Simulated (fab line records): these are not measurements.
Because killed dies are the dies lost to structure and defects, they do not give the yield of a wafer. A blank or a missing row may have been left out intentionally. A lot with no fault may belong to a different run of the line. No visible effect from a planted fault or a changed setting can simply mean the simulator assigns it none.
fab line records -- flow nand_harc -- part 1 of 2: steps 1 to 21 of 34
[record] lots = 5, wafers = 15, last_day = 29
route steps=1302 shown A_STAIRCASE@827
lots untouched by any fault: they come from a run of this same line in which no faults occurred
start_h: the number of hours between the record's first day and the start of the first shown wafer of the lot -- wait_h: how many hours have passed since the lot's step before this one -- " identical to the entry in the row above -- L1.1+2: a row that stands for several wafers -- - either no value or no given start -- * or withheld: withheld -- < > ~ a bound
route shown NAME@n: names a module that has steps shown in the file, with the first one's number in the route -- usual: mean/standard deviation of fault-free wafers -- same: alike in all rows -- chamber/n: place in a boat -- sites: each site's reading -- _std_site: how widely they spread, as a standard deviation -- _edge_site: inner sites' mean taken away from outer sites' mean -- radius_mm: how far each site lies from the wafer's centre -- mask NAME#n: copy n -- behind: the most recent tool/chamber to have shaped the wafer -- hold: why the lot was held/for how many hours/how that ended -- device: which transistor (n, p or np) failed to switch -- end of line: tests run on the same wafers once the route is complete -- a step without rows: its recipe alone -- killed: at the first sort, the dies lost to defects and structure; wafer yield is something else -- map: per-die view of a wafer (x killed, . not killed, _ where there is no die)
set.NAME: the run value of the setting; set.NAME@STEP: its run value at that earlier step -- model.NAME: the simulator's own value behind a step, which no gauge read
lots at some steps of the route; a table a step, a row a wafer
services: a tool's chamber out of use, with start hour (start_h, from the record's first day; less than 0 if before it), hours out, and reason
[[steps]]
[step NHARC_A_STAIRCASE_DEVELOP_309]
[recipe] time_s = 140
lot.wafer,tool,chamber,start_h,wait_h
L083.2+4+6,litho_track-03,0,-,-
L084.1+2+3,litho_track-07,0,-,-
L086.2+4+5,litho_track-02,0,-,-
L085.2+3+5,litho_track-02,0,-,-
L087.1+3+6,litho_track-02,0,-,-
[step NHARC_A_STAIRCASE_HARDBAKE_311]
[recipe] temp_c = 120, time_s = 140
lot.wafer,tool,chamber,start_h,wait_h
L083.2+4+6,litho_track-07,0,461.49,-
L084.1+2+3,litho_track-07,0,499.52,-
L086.2+4+5,litho_track-02,0,512.16,-
L085.2+3+5,litho_track-02,0,512.47,-
L087.1+3+6,litho_track-02,0,516.54,-
[step NHARC_A_STAIRCASE_DESCUM_312]
[recipe] time_s = 3, o2_flow_sccm = 200, ar_flow_sccm = 0, bias_power_w = 0, chemistry = O2
[usual] drypump_motor_current_A = 5.9/0.41, oes_product_au = 1.000/0.0085, rf_vpp_V = 57.9/0.97, showerhead_plenum_p_Torr = 1.95/0.11, throttle_valve_pct = 11.312/0.01
lot.wafer,tool,chamber,start_h,wait_h,drypump_motor_current_A,oes_product_au,rf_hours_counter_h,rf_vpp_V,showerhead_plenum_p_Torr,throttle_valve_pct
L083.4,rie_diel-07,1,461.59,-,5.8,0.998,58,58.6,2.06,11.309
L083.2,rie_diel-07,0,461.59,-,5.9,0.999,56,57.3,1.98,11.280
L083.6,rie_diel-07,1,461.59,-,5.8,1.002,-,58.4,2.06,11.314
L084.3,rie_diel-07,3,499.61,-,6.1,0.999,5,58.1,1.97,11.314
L084.1,rie_diel-07,1,499.61,-,5.8,1.016,5,57.9,2.05,11.334
L084.2,rie_diel-07,2,499.61,-,5.7,1.000,5,56.3,1.78,11.315
L086.2,rie_diel-03,2,512.25,-,6.0,1.019,18,58.6,2.04,11.297
L086.4,rie_diel-03,3,512.25,-,6.6,1.010,20,57.2,2.05,11.316
L086.5,rie_diel-03,2,512.25,-,6.0,1.016,-,58.1,2.04,11.327
L085.3,rie_diel-07,1,512.58,-,5.8,1.006,15,58.7,2.05,11.321
L085.2,rie_diel-07,2,512.58,-,5.7,0.991,13,56.6,1.77,11.313
L085.5,rie_diel-07,0,512.58,-,5.9,1.007,-,57.2,1.98,11.304
L087.3,rie_diel-03,3,516.64,-,6.6,1.010,20,59.5,2.05,11.321
L087.1,rie_diel-03,0,516.64,-,5.7,1.009,17,58.2,1.78,11.317
L087.6,rie_diel-03,2,516.64,-,6.1,1.012,-,59.0,2.04,11.305
[step NHARC_A_STAIRCASE_ETCH_313]
[recipe] cf4_flow_sccm = 100, chf3_flow_sccm = 30, ar_flow_sccm = 0, rf_w = 500, bias_w = 200, chemistry = CF4/CHF3
[usual] drypump_motor_current_A = 5.9/0.43, oes_product_au = 0.929/0.0097, rf_vpp_V = 371.5/3, showerhead_plenum_p_Torr = 1.60/0.087, throttle_valve_pct = 16.803/0.0091
lot.wafer,tool,chamber,start_h,wait_h,drypump_motor_current_A,oes_product_au,rf_hours_counter_h,rf_vpp_V,showerhead_plenum_p_Torr,throttle_valve_pct
L083.2,rie_diel-07,1,461.70,0.1,5.8,0.934,58,374.8,1.68,16.802
L083.4,rie_diel-07,3,461.70,0.1,6.1,0.921,41,372.0,1.62,16.809
L083.6,rie_diel-07,1,461.70,0.1,5.8,0.930,-,373.6,1.68,16.816
L084.3,rie_diel-07,3,499.72,0.1,6.1,0.958,5,373.1,1.62,16.806
L084.1,rie_diel-07,1,499.72,0.1,5.8,0.960,5,375.0,1.68,16.804
L084.2,rie_diel-07,2,499.72,0.1,5.7,0.954,5,368.4,1.47,16.802
L086.4,rie_diel-03,3,512.35,0.1,6.7,0.933,20,374.7,1.68,16.799
L086.2,rie_diel-03,0,512.35,0.1,5.7,0.930,17,367.2,1.47,16.797
L086.5,rie_diel-03,1,512.35,0.1,6.1,0.929,-,375.1,1.70,16.805
L085.2,rie_diel-07,3,512.65,0.1,6.1,0.922,13,372.8,1.61,16.811
L085.3,rie_diel-07,0,512.65,0.1,5.9,0.928,9,371.8,1.63,16.796
L085.5,rie_diel-07,3,512.65,0.1,6.1,0.915,-,371.8,1.61,16.808
L087.1,rie_diel-03,3,516.72,0.1,6.7,0.930,20,373.5,1.68,16.804
L087.3,rie_diel-03,2,516.72,0.1,6.1,0.933,18,373.3,1.67,16.812
L087.6,rie_diel-03,0,516.72,0.1,5.7,0.926,-,367.8,1.47,16.813
[step NHARC_A_STAIRCASE_HM_OPEN_463]
[recipe] o2_flow_sccm = 400, cos_flow_sccm = 20, ar_flow_sccm = 0, rf_w = 500, bias_w = 300, chemistry = O2/COS
[usual] drypump_motor_current_A = 5.9/0.43, oes_product_au = 0.999/0.0087, rf_vpp_V = 468/3.7, showerhead_plenum_p_Torr = 3.17/0.17, throttle_valve_pct = 28.330/0.01
lot.wafer,tool,chamber,start_h,wait_h,drypump_motor_current_A,oes_product_au,rf_hours_counter_h,rf_vpp_V,showerhead_plenum_p_Torr,throttle_valve_pct
L083.2,rie_diel-07,0,-,-,5.9,0.982,56,469,3.23,28.326
L083.4,rie_diel-07,2,-,-,5.8,0.996,60,461,2.91,28.328
L083.6,rie_diel-07,3,-,-,6.2,0.993,-,470,3.21,28.342
L084.1,rie_diel-07,2,-,-,5.7,0.995,5,461,2.91,28.336
L084.2,rie_diel-07,3,-,-,6.2,0.999,5,469,3.21,28.338
L084.3,rie_diel-07,1,-,-,5.8,1.005,6,472,3.34,28.345
L086.2,rie_diel-03,2,-,-,6.1,1.011,18,471,3.32,28.324
L086.4,rie_diel-03,3,-,-,6.7,1.001,20,473,3.33,28.342
L086.5,rie_diel-03,1,-,-,6.1,1.002,-,474,3.36,28.325
L085.3,rie_diel-07,3,-,-,6.1,1.011,13,471,3.20,28.325
L085.2,rie_diel-07,1,-,-,5.8,1.003,15,470,3.33,28.339
L085.5,rie_diel-07,2,-,-,5.7,1.000,-,462,2.91,28.333
L087.1,rie_diel-03,2,-,-,6.1,1.020,18,472,3.32,28.336
L087.3,rie_diel-03,0,-,-,5.7,0.997,17,463,2.91,28.324
L087.6,rie_diel-03,2,-,-,6.1,1.013,-,472,3.32,28.328
[step NHARC_A_STAIRCASE_STRIP_464]
[recipe] o2_flow_sccm = 400, cos_flow_sccm = 20, ar_flow_sccm = 0, bias_w = 0, chemistry = O2/COS
lot.wafer,tool,chamber,start_h,wait_h
L083.2+4+6,rie_diel-07,"1,2,0",-,-
L084.3+2+1,rie_diel-07,"1,2,3",-,-
L086.2+4+5,rie_diel-03,"1,2,0",-,-
L085.3+2+5,rie_diel-07,"3,0,1",-,-
L087.1+3+6,rie_diel-03,"1,0,2",-,-
[step NHARC_A_STAIRCASE_ETCH_453]
[recipe] target_depth_a = 300, overetch_a = 30, time_s = 16.5, ion_energy_ev = 100, cf4_flow_sccm = 80, o2_flow_sccm = 20, ar_flow_sccm = 0, rf_w = 300, bias_w = 100, chemistry = CF4/O2
[usual] drypump_motor_current_A = 5.9/0.45, oes_f_703_au = 1.000/0.0042, oes_product_au = 0.999/0.0092, rf_vpp_V = 198.3/1.8, showerhead_plenum_p_Torr = 1.36/0.073, throttle_valve_pct = 13.397/0.0087
lot.wafer,tool,chamber,start_h,wait_h,drypump_motor_current_A,oes_f_703_au,oes_product_au,rf_hours_counter_h,rf_vpp_V,showerhead_plenum_p_Torr,throttle_valve_pct
L083.2,rie_diel-07,3,-,-,6.1,1.000,0.995,41,198.7,1.37,13.404
L083.4,rie_diel-07,0,-,-,5.9,1.007,0.996,56,198.9,1.38,13.403
L083.6,rie_diel-07,1,-,-,5.8,1.005,1.013,-,200.5,1.43,13.411
L084.2,rie_diel-07,1,-,-,5.8,0.996,1.003,6,199.5,1.43,13.403
L084.3,rie_diel-07,2,-,-,5.7,1.004,0.985,6,195.1,1.24,13.393
L084.1,rie_diel-07,3,-,-,6.1,1.000,1.000,6,198.4,1.37,13.410
L086.4,rie_diel-03,2,-,-,6.1,1.004,1.010,18,199.8,1.42,13.395
L086.2,rie_diel-03,1,-,-,6.1,1.001,1.012,16,201.3,1.44,13.404
L086.5,rie_diel-03,3,-,-,6.6,0.996,1.020,-,199.1,1.43,13.393
L085.2,rie_diel-07,3,-,-,6.1,0.999,0.999,13,198.7,1.37,13.407
L085.3,rie_diel-07,2,-,-,5.7,1.002,1.007,13,196.7,1.24,13.392
L085.5,rie_diel-07,0,-,-,6.0,0.996,0.999,-,198.0,1.38,13.399
L087.3,rie_diel-03,2,-,-,6.0,0.998,1.012,18,200.1,1.42,13.393
L087.1,rie_diel-03,1,-,-,6.1,1.005,1.004,16,197.8,1.44,13.386
L087.6,rie_diel-03,3,-,-,6.6,0.999,1.013,-,199.2,1.43,13.405
[step NHARC_A_STAIRCASE_ETCH_315]
[recipe] target_depth_a = 25000, time_s = 607.1, ion_energy_ev = 800, c4f8_flow_sccm = 80, o2_flow_sccm = 60, ar_flow_sccm = withheld, rf_w = 600, bias_w = 3000, chemistry = C4F8/O2/Ar
[usual] oes_product_au = 0.930/0.0084, rf_vpp_V = 1831/15
lot.wafer,tool,chamber,start_h,wait_h,oes_product_au,rf_hours_counter_h,rf_vpp_V
L083.4,rie_diel-07,2,-,-,0.931,60,1807
L083.2,rie_diel-07,0,-,-,0.918,56,1836
L083.6,rie_diel-07,2,-,-,0.930,-,1810
L084.3,rie_diel-07,3,-,-,0.942,6,1834
L084.1,rie_diel-07,1,-,-,0.944,6,1843
L084.2,rie_diel-07,2,-,-,0.931,6,1809
L086.2,rie_diel-03,3,-,-,0.930,20,1845
L086.4,rie_diel-03,0,-,-,0.929,17,1807
L086.5,rie_diel-03,3,-,-,0.937,-,1845
L085.3,rie_diel-07,3,-,-,0.933,13,1835
L085.2,rie_diel-07,2,-,-,0.909,13,1808
L085.5,rie_diel-07,0,-,-,0.921,-,1836
L087.3,rie_diel-03,0,-,-,0.933,18,1810
L087.1,rie_diel-03,1,-,-,0.919,16,1849
L087.6,rie_diel-03,0,-,-,0.936,-,1808
[step NHARC_A_STAIRCASE_STRIP_316]
[recipe] o2_flow_sccm = 500, ar_flow_sccm = 0, bias_w = 0, chemistry = O2
[usual] drypump_motor_current_A = 5.9/0.45, oes_product_au = 0.999/0.0081, rf_vpp_V = 57.9/1, showerhead_plenum_p_Torr = 3.59/0.19, throttle_valve_pct = 17.037/0.0087
lot.wafer,tool,chamber,start_h,wait_h,drypump_motor_current_A,oes_product_au,rf_hours_counter_h,rf_vpp_V,showerhead_plenum_p_Torr,throttle_valve_pct
L083.4,rie_diel-07,0,-,-,6.0,0.983,56,58.0,3.65,17.036
L083.2,rie_diel-07,2,-,-,5.7,0.999,61,56.7,3.30,17.037
L083.6,rie_diel-07,0,-,-,6.0,1.001,-,59.1,3.65,17.042
L084.3,rie_diel-07,2,-,-,5.7,0.983,6,57.4,3.29,17.029
L084.1,rie_diel-07,3,-,-,6.2,1.000,6,59.4,3.62,17.053
L084.2,rie_diel-07,1,-,-,5.8,1.011,7,59.5,3.77,17.031
L086.2,rie_diel-03,0,-,-,5.7,1.008,17,57.5,3.29,17.058
L086.4,rie_diel-03,1,-,-,6.1,0.999,16,58.3,3.80,17.035
L086.5,rie_diel-03,1,-,-,6.1,1.003,-,60.2,3.80,17.044
L085.2,rie_diel-07,3,-,-,6.1,0.992,13,57.2,3.62,17.031
L085.3,rie_diel-07,0,-,-,5.9,0.998,10,58.9,3.64,17.028
L085.5,rie_diel-07,3,-,-,6.2,1.003,-,57.3,3.62,17.038
L087.1,rie_diel-03,1,-,-,6.1,0.996,17,57.5,3.80,17.028
L087.3,rie_diel-03,2,-,-,6.1,1.009,19,58.1,3.75,17.038
L087.6,rie_diel-03,2,-,-,6.1,1.013,-,58.5,3.75,17.033
[step NHARC_A_STAIRCASE_STRIP_317]
[recipe] time_s = 900, temp_c = 130, chemistry = SPM
[usual] temp_c = 130.00/0.14
lot.wafer,tool,chamber,start_h,wait_h,temp_c
L083.4,wet_bench-02,3,463.21,-,130.05
L083.6,wet_bench-02,4,463.21,-,130.11
L083.2,wet_bench-02,5,463.21,-,129.76
L084.1,wet_bench-02,1,501.87,-,129.91
L084.2,wet_bench-02,2,501.87,-,130.23
L084.3,wet_bench-02,5,501.87,-,130.16
L086.5,wet_bench-02,3,513.60,-,129.82
L086.4,wet_bench-02,6,513.60,-,129.98
L086.2,wet_bench-02,7,513.60,-,130.16
L085.5,wet_bench-09,2,513.99,-,130.13
L085.3,wet_bench-09,4,513.99,-,130.13
L085.2,wet_bench-09,6,513.99,-,129.91
L087.1,wet_bench-09,2,518.10,-,129.92
L087.3,wet_bench-09,5,518.10,-,129.93
L087.6,wet_bench-09,7,518.10,-,130.07
[step NHARC_A_STAIRCASE_PRECLEAN_318]
[recipe] time_s = *, temp_c = 50, bath_age_min = 0, chemistry = SC1
[usual] nh4oh_flow_mL_min = 28.31/0.09, temp_c = 50.01/0.11
lot.wafer,tool,chamber,start_h,wait_h,nh4oh_flow_mL_min,temp_c
L083.4,wet_bench-02,3,-,-,28.34,50.05
L083.6,wet_bench-02,4,-,-,28.12,49.93
L083.2,wet_bench-02,5,-,-,28.35,50.19
L084.1,wet_bench-02,1,-,-,28.26,50.06
L084.2,wet_bench-02,2,-,-,28.35,50.02
L084.3,wet_bench-02,5,-,-,28.41,49.98
L086.5,wet_bench-02,3,-,-,28.22,49.96
L086.4,wet_bench-02,6,-,-,28.25,49.95
L086.2,wet_bench-02,7,-,-,28.43,49.86
L085.5,wet_bench-09,2,-,-,28.21,49.83
L085.3,wet_bench-09,4,-,-,28.32,50.00
L085.2,wet_bench-09,6,-,-,28.36,49.73
L087.1,wet_bench-09,2,-,-,28.18,49.98
L087.3,wet_bench-09,5,-,-,28.12,50.05
L087.6,wet_bench-09,7,-,-,28.41,50.05
[step NHARC_A_STAIRCASE_SRD_329]
lot.wafer,tool,chamber,start_h,wait_h
L083.4+6+2,wet_bench-02,"3,4,5",-,-
L084.1+2+3,wet_bench-02,"1,2,5",-,-
L086.5+4+2,wet_bench-02,"3,6,7",-,-
L085.5+3+2,wet_bench-09,"2,4,6",-,-
L087.1+3+6,wet_bench-09,"2,5,7",-,-
[step NHARC_A_STAIRCASE_ALD_415]
[recipe] target_thk_a = 300, pulse_time_s = 6, ald_cycles = 300, temp_c = 300, material = SiO2
[usual] heater_power_w = 479/48, precursor_pulse_height_rel = 1.003/0.021
lot.wafer,tool,chamber,start_h,wait_h,heater_power_w,precursor_pulse_height_rel
L083.4,ald_hk-02,3,463.96,0.3,507,1.029
L083.2,ald_hk-02,0,463.96,0.3,483,0.970
L083.6,ald_hk-02,2,463.96,0.3,500,1.009
L084.2,ald_hk-04,3,502.39,0.1,423,1.002
L084.3,ald_hk-04,0,502.39,0.1,507,1.004
L084.1,ald_hk-04,1,502.39,0.1,392,1.013
L086.4,ald_hk-03,2,514.35,0.3,469,1.008
L086.2,ald_hk-03,0,514.35,0.3,385,0.981
L086.5,ald_hk-03,1,514.35,0.3,558,1.036
L085.2,ald_hk-02,1,514.76,0.3,528,1.006
L085.3,ald_hk-02,2,514.76,0.3,493,0.980
L085.5,ald_hk-02,1,514.76,0.3,541,1.018
L087.3,ald_hk-03,0,518.86,0.3,395,1.022
L087.1,ald_hk-03,2,518.86,0.3,471,0.986
L087.6,ald_hk-03,3,518.86,0.3,497,0.999
[step NHARC_A_STAIRCASE_ETCHBACK_416]
[recipe] target_depth_a = 360, time_s = 7.2, c4f8_flow_sccm = withheld, o2_flow_sccm = 8, ar_flow_sccm = withheld, rf_w = 600, bias_w = 800, chemistry = C4F8/O2/Ar
[usual] oes_product_au = 0.930/0.022, rf_vpp_V = 725/5.2
lot.wafer,tool,chamber,start_h,wait_h,oes_product_au,rf_hours_counter_h,rf_vpp_V
L083.2,rie_diel-07,0,-,-,0.918,56,728
L083.4,rie_diel-07,2,-,-,0.921,61,716
L083.6,rie_diel-07,3,-,-,0.919,-,727
L084.3,rie_diel-03,0,-,-,0.932,15,717
L084.1,rie_diel-03,1,-,-,0.927,14,731
L084.2,rie_diel-03,3,-,-,0.934,18,731
L086.4,rie_diel-05,2,-,-,0.917,36,730
L086.2,rie_diel-05,3,-,-,0.919,33,724
L086.5,rie_diel-05,3,-,-,0.921,-,725
L085.2,rie_diel-05,3,-,-,0.920,33,726
L085.3,rie_diel-05,1,-,-,0.937,32,717
L085.5,rie_diel-05,3,-,-,0.926,-,725
L087.3,rie_diel-03,1,-,-,0.927,17,731
L087.1,rie_diel-03,2,-,-,0.935,19,728
L087.6,rie_diel-03,1,-,-,0.921,-,731
[step NHARC_A_STAIRCASE_STRIP_476]
[recipe] time_s = 20, o2_flow_sccm = 500, ar_flow_sccm = 0, bias_w = 0, chemistry = O2
[usual] drypump_motor_current_A = 5.8/0.51, oes_product_au = 1.001/0.0093, rf_vpp_V = 57.9/0.91, showerhead_plenum_p_Torr = 3.59/0.18, throttle_valve_pct = 17.035/0.0093
lot.wafer,tool,chamber,start_h,wait_h,drypump_motor_current_A,oes_product_au,rf_hours_counter_h,rf_vpp_V,showerhead_plenum_p_Torr,throttle_valve_pct
L083.4,rie_diel-07,1,465.92,0.1,5.8,1.004,59,58.3,3.77,17.040
L083.2,rie_diel-07,2,465.92,0.1,5.7,0.994,61,56.0,3.30,17.026
L083.6,rie_diel-07,2,465.92,0.1,5.7,1.005,-,57.3,3.30,17.032
L084.2,rie_diel-03,3,506.66,0.1,6.6,1.006,18,56.9,3.77,17.034
L084.1,rie_diel-03,1,506.66,0.1,6.1,1.002,14,57.7,3.80,17.028
L084.3,rie_diel-03,2,506.66,0.1,6.0,1.018,16,58.1,3.75,17.043
L086.2,rie_diel-05,1,516.29,0.1,5.5,1.011,32,57.0,3.35,17.037
L086.4,rie_diel-05,3,516.29,0.1,5.3,0.986,33,56.9,3.56,17.041
L086.5,rie_diel-05,1,516.29,0.1,5.5,0.999,-,58.4,3.35,17.032
L085.3,rie_diel-05,2,516.72,0.1,6.2,0.984,36,58.7,3.75,17.042
L085.2,rie_diel-05,0,516.72,0.1,4.7,1.000,35,60.2,3.59,17.041
L085.5,rie_diel-05,2,516.72,0.1,6.2,0.985,-,57.9,3.75,17.038
L087.1,rie_diel-03,1,520.79,0.1,6.1,1.012,17,58.9,3.80,17.032
L087.3,rie_diel-03,2,520.79,0.1,6.1,1.013,19,58.7,3.74,17.043
L087.6,rie_diel-03,3,520.79,0.1,6.6,1.007,-,59.1,3.77,17.033
[step NHARC_A_STAIRCASE_DEP_417]
[recipe] target_thk_a = 600, step_coverage_pct = 20, temp_c = 400, target_thk_nm = 60, flow_sccm = 200, rf_w = 450, material = Si3N4
[usual] heater_power_w = 709/84
lot.wafer,tool,chamber,start_h,wait_h,heater_power_w
L083.2,pecvd-04,2,466.06,-,742
L083.4,pecvd-04,1,466.06,-,774
L083.6,pecvd-04,0,466.06,-,604
L084.2,pecvd-03,2,506.76,-,519
L084.1,pecvd-03,0,506.76,-,742
L084.3,pecvd-03,1,506.76,-,783
L086.2,pecvd-02,1,516.42,-,749
L086.5,pecvd-02,0,516.42,-,815
L086.4,pecvd-02,2,516.42,-,694
L085.3,pecvd-04,1,516.81,-,681
L085.2,pecvd-04,0,516.81,-,670
L085.5,pecvd-04,2,516.81,-,784
L087.1,pecvd-04,0,520.88,-,685
L087.3,pecvd-04,1,520.88,-,766
L087.6,pecvd-04,2,520.88,-,659
[step NHARC_A_STAIRCASE_WET_418]
[recipe] temp_c = 160, target_depth_a = 200, chemistry = H3PO4
[usual] temp_c = 160.01/0.15
lot.wafer,tool,chamber,start_h,wait_h,temp_c
L083.2,wet_h3po4-02,1,467.29,-,160.16
L083.4,wet_h3po4-02,1,467.29,-,160.03
L083.6,wet_h3po4-02,1,467.29,-,159.99
L084.1,wet_h3po4-01,1,508.75,-,159.92
L084.2,wet_h3po4-01,1,508.75,-,159.85
L084.3,wet_h3po4-01,1,508.75,-,159.76
L085.2,wet_h3po4-02,1,518.37,-,159.96
L085.3,wet_h3po4-02,1,518.37,-,159.74
L085.5,wet_h3po4-02,1,518.37,-,159.75
L086.2,wet_h3po4-02,1,518.37,-,160.34
L086.4,wet_h3po4-02,1,518.37,-,160.37
L086.5,wet_h3po4-02,1,518.37,-,160.04
L087.1,wet_h3po4-01,0,522.88,-,160.12
L087.3,wet_h3po4-01,0,522.88,-,160.21
L087.6,wet_h3po4-01,0,522.88,-,160.12
[step NHARC_A_STAIRCASE_PRECLEAN_419]
[recipe] time_s = *, temp_c = 50, bath_age_min = 0, chemistry = SC1
[usual] nh4oh_flow_mL_min = 28.31/0.097, temp_c = 50.00/0.11
lot.wafer,tool,chamber,start_h,wait_h,nh4oh_flow_mL_min,temp_c
L083.2,wet_bench-02,2,467.87,0.0,28.37,49.99
L083.6,wet_bench-02,3,467.87,0.0,28.48,49.95
L083.4,wet_bench-02,5,467.87,0.0,28.30,50.12
L084.2,wet_bench-02,0,509.33,0.0,28.37,49.99
L084.1,wet_bench-02,2,509.33,0.0,28.45,49.96
L084.3,wet_bench-02,5,509.33,0.0,28.26,49.96
L086.5,wet_bench-02,3,518.95,0.0,28.40,50.10
L086.4,wet_bench-02,4,518.95,0.0,28.40,49.83
L086.2,wet_bench-02,6,518.95,0.0,28.29,49.84
L085.2,wet_bench-09,6,518.95,0.0,28.50,49.85
L085.5,wet_bench-09,1,518.95,0.0,28.30,49.94
L085.3,wet_bench-09,3,518.95,0.0,28.24,50.07
L087.1,wet_bench-02,1,523.45,0.0,28.46,50.02
L087.3,wet_bench-02,3,523.45,0.0,28.46,49.92
L087.6,wet_bench-02,5,523.45,0.0,28.44,50.13
[step NHARC_A_STAIRCASE_SRD_421]
lot.wafer,tool,chamber,start_h,wait_h
L083.2+6+4,wet_bench-02,"2,3,5",-,-
L084.2+1+3,wet_bench-02,"0,2,5",-,-
L086.5+4+2,wet_bench-02,"3,4,6",-,-
L085.2+5+3,wet_bench-09,"6,1,3",-,-
L087.1+3+6,wet_bench-02,"1,3,5",-,-
[step NHARC_A_STAIRCASE_ALD_420]
[recipe] target_thk_a = 200, pulse_time_s = 6, ald_cycles = 200, temp_c = 300, material = SiO2
[usual] heater_power_w = 472/48, precursor_pulse_height_rel = 0.999/0.02
lot.wafer,tool,chamber,start_h,wait_h,heater_power_w,precursor_pulse_height_rel
L083.4,ald_hk-03,0,468.24,-,399,1.008
L083.2,ald_hk-03,3,468.24,-,482,0.999
L083.6,ald_hk-03,0,468.24,-,400,0.993
L084.1,ald_hk-04,1,510.83,-,414,1.004
L084.2,ald_hk-04,3,510.83,-,422,1.003
L084.3,ald_hk-04,0,510.83,-,497,1.014
L085.2,ald_hk-04,0,519.11,-,518,0.973
L085.3,ald_hk-04,2,519.11,-,460,1.017
L085.5,ald_hk-04,0,519.11,-,498,1.004
L086.2,ald_hk-02,3,519.24,-,483,0.999
L086.4,ald_hk-02,1,519.24,-,516,0.984
L086.5,ald_hk-02,3,519.24,-,487,0.974
L087.1,ald_hk-02,3,523.74,-,489,1.006
L087.3,ald_hk-02,0,523.74,-,505,0.999
L087.6,ald_hk-02,2,523.74,-,486,1.035
[step NHARC_A_STAIRCASE_CVD_552]
[recipe] target_thk_a = 400, temp_c = 700, pressure_mtorr = 300, material = SiNx
[usual] spike_tc_bottom_C = 719.6/2.5, spike_tc_upper_C = 700.4/1.1
lot.wafer,tool,chamber,start_h,wait_h,spike_tc_bottom_C,spike_tc_upper_C
L083.2,lpcvd-02,0,471.16,1.7,720.9,698.9
L083.4,lpcvd-02,0,471.16,1.7,716.7,700.3
L083.6,lpcvd-02,0,471.16,1.7,718.9,701.9
L084.1,lpcvd-02,1,-,-,720.6,700.9
L084.2,lpcvd-02,1,-,-,721.4,702.4
L084.3,lpcvd-02,1,-,-,721.7,700.8
L085.2,lpcvd-02,1,-,-,719.9,698.2
L085.3,lpcvd-02,1,-,-,722.6,700.1
L085.5,lpcvd-02,1,-,-,723.8,699.7
L086.2,lpcvd-02,1,-,-,722.8,701.8
L086.4,lpcvd-02,1,-,-,724.3,699.0
L086.5,lpcvd-02,1,-,-,721.1,700.4
L087.1,lpcvd-01,0,-,-,714.5,700.6
L087.3,lpcvd-01,0,-,-,714.9,704.3
L087.6,lpcvd-01,0,-,-,714.7,701.6
